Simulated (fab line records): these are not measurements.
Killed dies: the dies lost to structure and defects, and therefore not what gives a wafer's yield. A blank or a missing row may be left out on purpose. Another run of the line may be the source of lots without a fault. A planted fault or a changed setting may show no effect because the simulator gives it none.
Split-lot experiment || flow n5Finfet || route with 1938 steps; 7 lots, 21 wafers read

== ON THE SPLIT ==
At N5_GATE_CUT_HM_DEP_46 (deposits SiO2 from TEOS/O2, target thk 130 nm, time 26.6 s), the setting timeS was moved away from the recipe's 26.6 s on 6 of the 21 wafers read, by -14.9% to +6.8%. All remaining wafers had this setting at the recipe value.

== FROM THE SPLIT TO THE READING: what the file shows between them, 13 steps ==
- N5_GATE_CUT_COAT_07: resist thk 30 nm (also split here: spinRpm)
- N5_GATE_CUT_EBR_09
- N5_GATE_CUT_SOFTBAKE_08: time 60 s
- N5_GATE_CUT_EXPOSE_10: exposes mask GATE CUT, target cd 20 nm
- N5_GATE_CUT_PEB_11: peb time 60 s
- N5_GATE_CUT_DEVELOP_12: develop time 30 s
- N5_GATE_CUT_STRIP_38: strips in N2/H2
- N5_GATE_CUT_STRIP_39: strips in N2/H2
- N5_GATE_CUT_HM_OPEN_40: chemistry C4F6/O2, target SiO2, target depth 139 nm, time 85.1 s
- N5_GATE_CUT_STRIP_41: strips in CF4
- N5_GATE_CUT_STRIP_42: strips in O2
- N5_GATE_CUT_ALD_22: deposits SiNx, target thk 16 nm, pulse time 1 s, ald cycles 320
- N5_GATE_CUT_CMP_23: polishes, stops on SiO2, t overpolish 23.4 s, target thk 16 nm

== THE READING ==
Values of GC_FILL_THK in nm from N5_GATE_CUT_THK_MEAS_24. Fault-free wafers of this fab line usually give 219.7 nm, standard deviation 2.1 nm.

{"wafer": "L075.1", "tool, chamber at the split": "pecvd-02, 0", "timeS as run, s": 27.91, "against the recipe": "+4.9%", "GC_FILL_THK, nm": 224.7, "against lot-mates on the recipe": "+5.9"}
{"wafer": "L075.2", "tool, chamber at the split": "pecvd-02, 1", "timeS as run, s": 26.6, "against the recipe": "recipe", "GC_FILL_THK, nm": 216.0, "against lot-mates on the recipe": "-"}
{"wafer": "L075.3", "tool, chamber at the split": "pecvd-02, 2", "timeS as run, s": 26.6, "against the recipe": "recipe", "GC_FILL_THK, nm": 221.5, "against lot-mates on the recipe": "-"}
{"wafer": "L076.2", "tool, chamber at the split": "pecvd-02, 2", "timeS as run, s": 26.6, "against the recipe": "recipe", "GC_FILL_THK, nm": 219.8, "against lot-mates on the recipe": "-"}
{"wafer": "L076.4", "tool, chamber at the split": "pecvd-02, 2", "timeS as run, s": 26.6, "against the recipe": "recipe", "GC_FILL_THK, nm": 221.3, "against lot-mates on the recipe": "-"}
{"wafer": "L076.6", "tool, chamber at the split": "pecvd-02, 0", "timeS as run, s": 26.6, "against the recipe": "recipe", "GC_FILL_THK, nm": 219.2, "against lot-mates on the recipe": "-"}
{"wafer": "L081.2", "tool, chamber at the split": "pecvd-02, 1", "timeS as run, s": 26.6, "against the recipe": "recipe", "GC_FILL_THK, nm": 217.6, "against lot-mates on the recipe": "-"}
{"wafer": "L081.3", "tool, chamber at the split": "pecvd-02, 2", "timeS as run, s": 26.6, "against the recipe": "recipe", "GC_FILL_THK, nm": 219.4, "against lot-mates on the recipe": "-"}
{"wafer": "L081.6", "tool, chamber at the split": "pecvd-02, 0", "timeS as run, s": 26.6, "against the recipe": "recipe", "GC_FILL_THK, nm": 221.4, "against lot-mates on the recipe": "-"}
{"wafer": "L086.1", "tool, chamber at the split": "pecvd-02, 0", "timeS as run, s": 26.6, "against the recipe": "recipe", "GC_FILL_THK, nm": 221.6, "against lot-mates on the recipe": "-"}
{"wafer": "L086.3", "tool, chamber at the split": "pecvd-02, 1", "timeS as run, s": 26.6, "against the recipe": "recipe", "GC_FILL_THK, nm": 218.7, "against lot-mates on the recipe": "-"}
{"wafer": "L086.5", "tool, chamber at the split": "pecvd-02, 0", "timeS as run, s": 26.6, "against the recipe": "recipe", "GC_FILL_THK, nm": 222.3, "against lot-mates on the recipe": "-"}
{"wafer": "L087.3", "tool, chamber at the split": "pecvd-04, 0", "timeS as run, s": 28.4, "against the recipe": "+6.8%", "GC_FILL_THK, nm": 227.1, "against lot-mates on the recipe": "+6.2"}
{"wafer": "L087.4", "tool, chamber at the split": "pecvd-04, 1", "timeS as run, s": 26.6, "against the recipe": "recipe", "GC_FILL_THK, nm": 222.1, "against lot-mates on the recipe": "-"}
{"wafer": "L087.5", "tool, chamber at the split": "pecvd-04, 0", "timeS as run, s": 26.6, "against the recipe": "recipe", "GC_FILL_THK, nm": 219.8, "against lot-mates on the recipe": "-"}
{"wafer": "L091.2", "tool, chamber at the split": "pecvd-02, 0", "timeS as run, s": 23.94, "against the recipe": "-10.0%", "GC_FILL_THK, nm": 203.1, "against lot-mates on the recipe": "no lot-mate on the recipe"}
{"wafer": "L091.3", "tool, chamber at the split": "pecvd-02, 2", "timeS as run, s": 23.94, "against the recipe": "-10.0%", "GC_FILL_THK, nm": 204.2, "against lot-mates on the recipe": "no lot-mate on the recipe"}
{"wafer": "L091.4", "tool, chamber at the split": "pecvd-02, 2", "timeS as run, s": 23.94, "against the recipe": "-10.0%", "GC_FILL_THK, nm": 208.8, "against lot-mates on the recipe": "no lot-mate on the recipe"}
{"wafer": "L092.1", "tool, chamber at the split": "pecvd-03, 2", "timeS as run, s": 26.6, "against the recipe": "recipe", "GC_FILL_THK, nm": 219.6, "against lot-mates on the recipe": "-"}
{"wafer": "L092.4", "tool, chamber at the split": "pecvd-03, 2", "timeS as run, s": 22.63, "against the recipe": "-14.9%", "GC_FILL_THK, nm": 203.6, "against lot-mates on the recipe": -15.9}
{"wafer": "L092.6", "tool, chamber at the split": "pecvd-03, 0", "timeS as run, s": 26.6, "against the recipe": "recipe", "GC_FILL_THK, nm": 219.4, "against lot-mates on the recipe": "-"}

THE FIT
A straight line over all 21 wafers: GC_FILL_THK changes by +1.25 nm for each +1% of timeS; r = +0.96; the points scatter about the line by 2.1 nm.
The same after taking each lot's own level away (the mean of its wafers on the recipe; 18 wafers): +1.05 nm for each +1%; r = +0.95; scatter 1.5 nm.
According to that fit, moving timeS by its largest amount changes the reading by 16 nm.
Measured against the standard deviation above, the lots' own levels, which go from 218.75 to 220.95 nm, span 1.0 times it.
In other words, the slope is changed by the lot-to-lot level; the two fits disagree.
Check: -15.1 nm against its lot-mates is what the line predicts for one of the wafers moved furthest among these (-14.9%) when that wafer is left out of the fit. Against them it came out at -15.9 nm.

== OTHER SPLITS ON THESE WAFERS ==
These wafers also went through other splits before the reading. Each is held against what the fit with the lots' levels taken away leaves over:
{"other split on the same wafers": "N5_SD_EPI_N_EPI_21 epiGrowthTimeS", "wafers away from the commonest value": 5, "r with GC_FILL_THK (lot level and that fit taken away)": "+0.56"}
{"other split on the same wafers": "N5_ILD0_CMP_03 downForcePsi", "wafers away from the commonest value": 8, "r with GC_FILL_THK (lot level and that fit taken away)": -0.28}
{"other split on the same wafers": "N5_SDB_HM_DEP_00 timeS", "wafers away from the commonest value": 2, "r with GC_FILL_THK (lot level and that fit taken away)": "+0.12"}
{"other split on the same wafers": "N5_HKMG_FIN_COAT_06 spinRpm", "wafers away from the commonest value": 10, "r with GC_FILL_THK (lot level and that fit taken away)": -0.04}
{"other split on the same wafers": "N5_HKMG_FIN_EXPOSE_09 doseMj", "wafers away from the commonest value": 11, "r with GC_FILL_THK (lot level and that fit taken away)": "+0.34"}
{"other split on the same wafers": "N5_GATE_CUT_COAT_07 spinRpm", "wafers away from the commonest value": 8, "r with GC_FILL_THK (lot level and that fit taken away)": -0.04}

== THE WHOLE CHAIN: every reading that the file lists as answering this split, in the file's order ==
{"step": "N5_GATE_CUT_HM_DEP_46", "what it does": "deposits SiO2 from TEOS/O2, target thk 130 nm, time 26.6 s", "reading": "SiO2_of_GATE_CUT_HM_DEP_46.thkNm (the simulator's own value, which no gauge read)", "change (the file's fit)": "+1.07 nm for each +1% of the setting", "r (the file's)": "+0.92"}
{"step": "N5_GATE_CUT_HM_OPEN_40", "what it does": "chemistry C4F6/O2, target SiO2, target depth 139 nm, time 85.1 s", "reading": "etchRfOnTimeS", "change (the file's fit)": "withheld for each +1% of the setting", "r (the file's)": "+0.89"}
{"step": "N5_GATE_CUT_HM_OPEN_40", "what it does": "chemistry C4F6/O2, target SiO2, target depth 139 nm, time 85.1 s", "reading": "etch.depthNm (the simulator's own value, which no gauge read)", "change (the file's fit)": "+1.08 nm for each +1% of the setting", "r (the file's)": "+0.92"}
{"step": "N5_GATE_CUT_HM_OPEN_40", "what it does": "chemistry C4F6/O2, target SiO2, target depth 139 nm, time 85.1 s", "reading": "SOC_of_GATE_CUT_COAT_34.thkNm (the simulator's own value, which no gauge read)", "change (the file's fit)": "-0.225 nm for each +1% of the setting", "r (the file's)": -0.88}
{"step": "N5_GATE_CUT_THK_MEAS_24", "what it does": "", "reading": "GC_FILL_THK", "change (the file's fit)": "+1.06 for each +1% of the setting", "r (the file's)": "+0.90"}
{"step": "N5_GATE_CUT_CMP_43", "what it does": "polishes SiO2", "reading": "SiO2_of_GATE_CUT_HM_DEP_46.thkNm (the simulator's own value, which no gauge read)", "change (the file's fit)": "+0.0528 nm for each +1% of the setting", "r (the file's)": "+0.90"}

== THE FILE'S OWN FIT ==
GC_FILL_THK changes by +1.06 nm for each +1% of timeS, r = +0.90.
